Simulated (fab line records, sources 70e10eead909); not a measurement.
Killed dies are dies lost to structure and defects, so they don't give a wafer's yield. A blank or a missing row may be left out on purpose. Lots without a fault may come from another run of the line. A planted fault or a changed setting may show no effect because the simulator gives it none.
One fault seen from 2 desks | flow nand_harc | each desk has only its own numbers; what lay behind them comes last

THE TOOL OWNER'S DESK: rie_diel-08
The tool's own readings at NHARC_P_BONDPAD_ETCH_37 (etches the open film in N2/H2, target depth 60 nm, overetch 18 nm, time 65.91 s): means of the sampled wafers that have a number, for each lot that ran on this tool. A lot is out of limits, marked OUT, if its mean lies more than 4 standard deviations from the usual mean; the brackets give that distance. Of its 8 readings 7 are shown: the one that was out of limits first, and those that lie furthest out on some lot.
Columns: A = chamber_pressure_mTorr at NHARC_P_BONDPAD_ETCH_37, usual 30.00 mTorr; B = drypump_motor_current_A at NHARC_P_BONDPAD_ETCH_37, usual 5.7 A; C = oes_product_au at NHARC_P_BONDPAD_ETCH_37, usual 0.998 a.u.; D = rf_vpp_V at NHARC_P_BONDPAD_ETCH_37, usual 430.4 V; E = run_length_s at NHARC_P_BONDPAD_ETCH_37, usual 87.4 s; F = showerhead_plenum_p_Torr at NHARC_P_BONDPAD_ETCH_37, usual 2.04 Torr; G = throttle_valve_pct at NHARC_P_BONDPAD_ETCH_37, usual 14.170 %
lot  | first seen here | A     | B   | C     | D     | E              | F    | G
L299 | day 8 07:39     | 30.00 | 5.8 | 1.007 | 431.3 | 80.7 (-17) OUT | 2.06 | 14.169
L306 | day 11 09:46    | 30.01 | 5.3 | 1.006 | 429.8 | 87.6           | 2.01 | 14.167
L309 | day 12 22:47    | 30.05 | 5.8 | 0.999 | 428.8 | 87.6           | 2.00 | 14.158
L311 | day 13 15:40    | 30.00 | 5.2 | 0.995 | 429.5 | 87.8           | 2.00 | 14.170
L312 | day 13 16:33    | 30.01 | 5.3 | 0.994 | 429.3 | 87.6           | 2.01 | 14.167
L317 | day 15 16:38    | 29.98 | 6.1 | 1.000 | 432.3 | 87.7           | 2.10 | 14.191
L318 | day 16 04:28    | 29.98 | 5.3 | 0.998 | 430.0 | 87.7           | 2.01 | 14.164
This desk's finding: out of limits on L299; first on L299, day 8 07:39 (run_length_s at NHARC_P_BONDPAD_ETCH_37). In limits: L306, L309, L311, L312, L317, L318.

THE METROLOGY DESK
What the gauges read, lot by lot, whatever tool the lot ran on: means of the sampled wafers that have a number. A lot is out of limits, marked OUT, if its mean lies more than 4 standard deviations from the usual mean; the brackets give that distance.
Columns: A = thk_nm at NHARC_P_M2_THK_MEAS_24, usual 144.1 nm; B = thk_nm at NHARC_P_BONDPAD_THK_MEAS_33, usual 200.2 nm
lot  | first seen here | A     | B
L299 | day 8 05:32     | 144.1 | 201.8
L306 | day 11 07:39    | 144.2 | 200.6
L307 | day 11 10:13    | 144.9 | 201.9
L308 | day 11 21:04    | 143.3 | 200.2
L310 | day 12 19:11    | 141.2 | 199.6
L309 | day 12 20:32    | 143.7 | 200.6
L311 | day 13 13:33    | 144.8 | 200.0
L312 | day 13 14:19    | 142.9 | 201.2
L313 | day 14 07:14    | 143.1 | 199.5
L314 | day 14 12:08    | 145.6 | 201.5
L316 | day 15 00:27    | 144.5 | 200.3
L317 | day 15 14:23    | 142.8 | 199.7
L318 | day 16 02:13    | 144.5 | 199.9
This desk's finding: nothing out of limits on any of the 13 lots.

PUT TOGETHER
The tool owner's desk could have raised an alarm at day 8 07:39, on L299.
The metrology desk saw nothing out of limits.
The metrology desk has L299 on record, within its limits.
Of the lots named, all ran NHARC_P_BONDPAD_ETCH_37 on rie_diel-08.

WHAT THE SIMULATOR HAD PUT IN
Process parameter drift: rie_diel-08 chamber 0, from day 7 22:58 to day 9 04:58, at NHARC_P_BONDPAD_ETCH_37. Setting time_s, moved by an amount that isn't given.
Lots struck among those shown: L299.
Hours from the fault's start to each desk's first reading out of limits: the tool owner's desk, 9.
